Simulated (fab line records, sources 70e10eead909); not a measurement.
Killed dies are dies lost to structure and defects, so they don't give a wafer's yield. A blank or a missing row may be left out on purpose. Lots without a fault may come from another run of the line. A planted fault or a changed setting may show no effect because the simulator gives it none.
Chamber matching | flow nand_harc | NHARC_A_CONTACT_CMP_20 on cmp-02: 4 sister chambers
The step polishes, t overpolish 30 s, target thk 300 nm. 4 wafers are shown with their chamber, then 9 later ones without.

WAFERS WITH THEIR CHAMBER
wafer  | chamber | motor_current_A (A)
L952.6 | 1       | 10.6
L955.1 | 3       | 14.4
L955.4 | 2       | 11.2
L955.6 | 0       | 11.7

WAFERS WITHOUT THEIR CHAMBER
wafer  | motor_current_A (A)
L963.1 | 11.5
L963.3 | 11.6
L963.5 | 11.2
L964.3 | 11.6
L964.4 | 11.4
L964.6 | 10.7
L966.1 | 12.3
L966.2 | 13.1
L966.3 | 11.3

WHICH CHAMBER EACH WENT THROUGH
wafer  | from the rows above          | in truth
L963.1 | can't be placed: 0 or 2 or 1 | 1
L963.3 | can't be placed: 0 or 2 or 1 | 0
L963.5 | can't be placed: 2 or 0 or 1 | 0
L964.3 | can't be placed: 0 or 2 or 1 | 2
L964.4 | can't be placed: 2 or 0 or 1 | 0
L964.6 | can't be placed: 1 or 2 or 0 | 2
L966.1 | can't be placed: 0 or 2      | 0
L966.2 | can't be placed: 3 or 0 or 2 | 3
L966.3 | can't be placed: 2 or 0 or 1 | 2
Placed correctly: 0 of 9. Can't be placed from these rows: 9 (the true chamber is among the candidates in 9). Placed wrongly: 0.
How it was worked out, from the rows above alone: a wafer's distance from a chamber is the root of the sum, over the readings, of the square of ((its reading less the chamber's mean) divided by the reading's scatter). The wafer belongs to the nearest chamber; if the next one is less than 2 further off, it can't be placed. A chamber's mean is the mean of its shown wafers. The scatter: with one shown wafer a chamber, the root of the mean of the squares of how far each hidden wafer lies from its nearest shown one.
